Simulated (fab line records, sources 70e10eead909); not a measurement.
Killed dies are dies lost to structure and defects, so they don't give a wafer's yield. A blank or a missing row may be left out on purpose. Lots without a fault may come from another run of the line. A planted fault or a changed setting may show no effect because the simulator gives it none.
Which tool did it? | flow nand_harc | 12 lots, 36 wafers sampled, at 4 steps of a route of 1159

WHAT THE GAUGES READ, wafer by wafer
The record holds no reading of a measuring or inspecting step that can be judged against a usual standard deviation.

WHICH TOOL RAN EACH LOT (tool, then ch and the chambers of the sampled wafers, then the start)
lot  | NHARC_P_GATE_DESCUM_93             | NHARC_P_CONTACT_DEP_00                     | NHARC_P_CONTACT_DEVELOP_11        | NHARC_P_CONTACT_ALD_22
L517 | rie_diel-07 ch 0,3, day 5 11:10    | pecvd-02 ch 0,1, day 5 15:00 or earlier    | litho_track-04 ch 0, day 5 15:00  | ald_metal-04 ch 0,2,3, day 5 17:49
L518 | rie_diel-11 ch 0,1, day 5 16:56    | pecvd-01 ch 1,2, day 5 21:00 or earlier    | litho_track-04 ch 0, day 5 21:00  | ald_metal-04 ch 0,1,2, day 5 23:44
L519 | rie_diel-13 ch 1,2,3, day 5 17:55  | pecvd-02 ch 0,2, day 5 22:00 or earlier    | litho_track-04 ch 0, day 5 22:00  | ald_metal-02 ch 0,1, day 6 00:42
L522 | rie_diel-13 ch 1,2,3, day 6 15:03  | pecvd-02 ch 0,1,2, day 6 19:00 or earlier  | litho_track-01 ch 0, day 6 19:00  | ald_metal-01 ch 1,2, day 6 21:31
L525 | rie_diel-13 ch 0,3, day 7 07:10    | pecvd-01 ch 0,2, day 7 11:00 or earlier    | litho_track-06 ch 0, day 7 11:00  | ald_metal-02 ch 0,1,2, day 7 14:08
L530 | rie_diel-13 ch 0,1,2, day 8 15:27  | pecvd-01 ch 0,1,2, day 8 19:00 or earlier  | litho_track-04 ch 0, day 8 19:00  | ald_metal-04 ch 0,1,3, day 8 22:02
L531 | rie_diel-13 ch 0,1,2, day 8 22:43  | pecvd-03 ch 0,1,2, day 9 03:00 or earlier  | litho_track-04 ch 0, day 9 03:00  | ald_metal-01 ch 1,2, day 9 05:35
L534 | rie_diel-13 ch 0,1,3, day 9 11:31  | pecvd-01 ch 0,2, day 10 01:00 or earlier   | litho_track-04 ch 0, day 10 01:00 | ald_metal-02 ch 0,1,3, day 10 03:49
L537 | rie_diel-13 ch 0,1, day 10 04:49   | pecvd-03 ch 1,2, day 10 08:25              | litho_track-06 ch 0, day 10 09:00 | ald_metal-02 ch 0,1,3, day 10 11:56
L538 | rie_diel-13 ch 1,2, day 10 16:15   | pecvd-02 ch 0,2, day 10 21:00 or earlier   | litho_track-01 ch 0, day 10 21:00 | ald_metal-04 ch 0,2,3, day 10 23:18
L539 | rie_diel-07 ch 1,2,3, day 10 22:07 | pecvd-03 ch 0,1, day 11 03:00 or earlier   | litho_track-01 ch 0, day 11 03:00 | ald_metal-04 ch 0,1, day 11 05:12
L540 | rie_diel-13 ch 0,2,3, day 11 06:38 | pecvd-02 ch 0,1,2, day 11 11:00 or earlier | litho_track-06 ch 0, day 11 11:00 | ald_metal-04 ch 0,3, day 11 13:19
- NHARC_P_GATE_DESCUM_93: chemistry O2, time 3 s.
- NHARC_P_CONTACT_DEP_00: deposits SiO2, target thk 500 nm.
- NHARC_P_CONTACT_DEVELOP_11: develop time 35 s.
- NHARC_P_CONTACT_ALD_22: deposits TiN, target thk 3 nm, pulse time 1 s, ald cycles 150.

WHAT THE TOOLS THEMSELVES READ (means of the sampled wafers that have a number; where no wafer has one, the mark that the record gives instead)
NHARC_P_GATE_DESCUM_93.
lot  | tool        | drypump_motor_current_A (A) | o2_flow_sccm (sccm) | oes_product_au (a.u.) | rf_vpp_V (V) | showerhead_plenum_p_Torr (Torr) | throttle_valve_pct (%)
L517 | rie_diel-07 | 6.3                         | 200.4               | 1.001                 | 56.7         | 1.93                            | 11.306
L518 | rie_diel-11 | 5.7                         | 200.1               | 0.994                 | 58.7         | 1.98                            | 11.310
L519 | rie_diel-13 | 5.8                         | 200.1               | 0.990                 | 57.8         | 1.93                            | 11.315
L522 | rie_diel-13 | 5.8                         | 200.3               | 0.998                 | 59.1         | 1.93                            | 11.313
L525 | rie_diel-13 | 5.8                         | 199.6               | 0.994                 | 57.8         | 1.95                            | 11.320
L530 | rie_diel-13 | 5.6                         | 200.2               | 0.997                 | 56.8         | 1.90                            | 11.309
L531 | rie_diel-13 | 5.6                         | 199.7               | 1.003                 | 57.9         | 1.90                            | 11.311
L534 | rie_diel-13 | 5.7                         | 200.4               | 0.992                 | 57.9         | 1.95                            | 11.306
L537 | rie_diel-13 | 5.4                         | 199.9               | 0.992                 | 57.2         | 1.93                            | 11.310
L538 | rie_diel-13 | 5.5                         | 199.3               | 0.995                 | 57.7         | 1.91                            | 11.315
L539 | rie_diel-07 | 5.4                         | 199.1               | 1.013                 | 58.8         | 1.98                            | 11.310
L540 | rie_diel-13 | 5.9                         | 200.2               | 0.995                 | 57.8         | 1.91                            | 11.318

NHARC_P_CONTACT_DEP_00.
lot  | tool     | heater_power_outer_w (W) | heater_power_w (W) | rf_fwd_power_W (W) | throttle_valve_pct (%)
L517 | pecvd-02 | 328                      | 545                | 896.9              | 15.1
L518 | pecvd-01 | 363                      | 635                | 898.0              | 15.8
L519 | pecvd-02 | 256                      | 451                | 898.7              | 15.0
L522 | pecvd-02 | 341                      | 545                | 898.1              | 15.2
L525 | pecvd-01 | 392                      | 720                | 897.9              | 15.6
L530 | pecvd-01 | 340                      | 611                | 898.2              | 15.7
L531 | pecvd-03 | 330                      | 630                | 898.8              | 16.1
L534 | pecvd-01 | 370                      | 688                | 899.3              | 15.8
L537 | pecvd-03 | 346                      | 647                | 899.2              | 16.0
L538 | pecvd-02 | 298                      | 530                | 896.1              | 14.9
L539 | pecvd-03 | 331                      | 619                | 898.3              | 16.2
L540 | pecvd-02 | 285                      | 494                | 896.6              | 15.2

NHARC_P_CONTACT_DEVELOP_11.
lot  | tool           | developer_temp_C (C)
L517 | litho_track-04 | 23.07
L518 | litho_track-04 | 23.04
L519 | litho_track-04 | 22.91
L522 | litho_track-01 | 22.92
L525 | litho_track-06 | 22.98
L530 | litho_track-04 | 23.01
L531 | litho_track-04 | 22.05
L534 | litho_track-04 | 21.98
L537 | litho_track-06 | 23.08
L538 | litho_track-01 | 22.98
L539 | litho_track-01 | 23.00
L540 | litho_track-06 | 22.96

NHARC_P_CONTACT_ALD_22.
lot  | tool         | heater_power_outer_w (W) | heater_power_w (W) | precursor_pulse_height_rel
L517 | ald_metal-04 | 642                      | 977                | 1.007
L518 | ald_metal-04 | 657                      | 1017               | 1.005
L519 | ald_metal-02 | 692                      | 1035               | 1.008
L522 | ald_metal-01 | 665                      | 997                | 0.997
L525 | ald_metal-02 | 653                      | 1036               | 1.001
L530 | ald_metal-04 | 681                      | 1061               | 1.018
L531 | ald_metal-01 | 661                      | 980                | 1.023
L534 | ald_metal-02 | 710                      | 1067               | 0.993
L537 | ald_metal-02 | 702                      | 1058               | 0.994
L538 | ald_metal-04 | 623                      | 941                | 0.996
L539 | ald_metal-04 | 699                      | 1013               | 0.992
L540 | ald_metal-04 | 649                      | 986                | 1.000

THE ANSWER, worked out from the rows above alone
Rule: what is usual is taken from the lots themselves. Put in order of their means at a reading, lots are off if they are a third of the lots or fewer, leave a main group of 4 or more, and stand apart from it by a gap of 3 or more times the standard deviation of the main group's means; of several such gaps the widest counts. A main group whose means are all the same, to the digits that the tables above print for the reading, isn't used. A lot without any number at a reading at which 4 lots or more have one is off too. The other lots that the step has rows for count as sound. The gauges are gone through in route order, then the tools' own readings, and for those a lot's mean is taken as printed above. The first step at which some lot is off is used, and at that step the reading that is off furthest; a lot without a number counts as furthest.
Off: L531, L534, at NHARC_P_CONTACT_DEVELOP_11 (developer_temp_C). The main group: mean 23.00 C, standard deviation 0.054.
A tool fits if, at that step or a process step before it, it ran every lot that is off, and no sound lot after the first of them. NHARC_P_CONTACT_DEP_00 gives no start for some lots, so the hours and the order of its lots are those of NHARC_P_CONTACT_DEVELOP_11. One fits: litho_track-04 at NHARC_P_CONTACT_DEVELOP_11. Its last sound lot is L530 (day 8 19:00), its first lot that is off L531 (day 9 03:00): a fault that began between those two fits.
The tool's own readings at NHARC_P_CONTACT_DEVELOP_11 bear it out: on the lots that are off they differ by more than 5 times the standard deviation of the sound lots' means. developer_temp_C reads 22.02 C there against 23.00 C on the sound lots.

WHAT THE SIMULATOR HAD PUT IN
Process parameter drift: litho_track-04, from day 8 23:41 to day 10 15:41, at NHARC_P_CONTACT_DEVELOP_11. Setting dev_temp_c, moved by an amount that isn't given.
Lots struck among those shown: L531, L534. The rule above found the same.
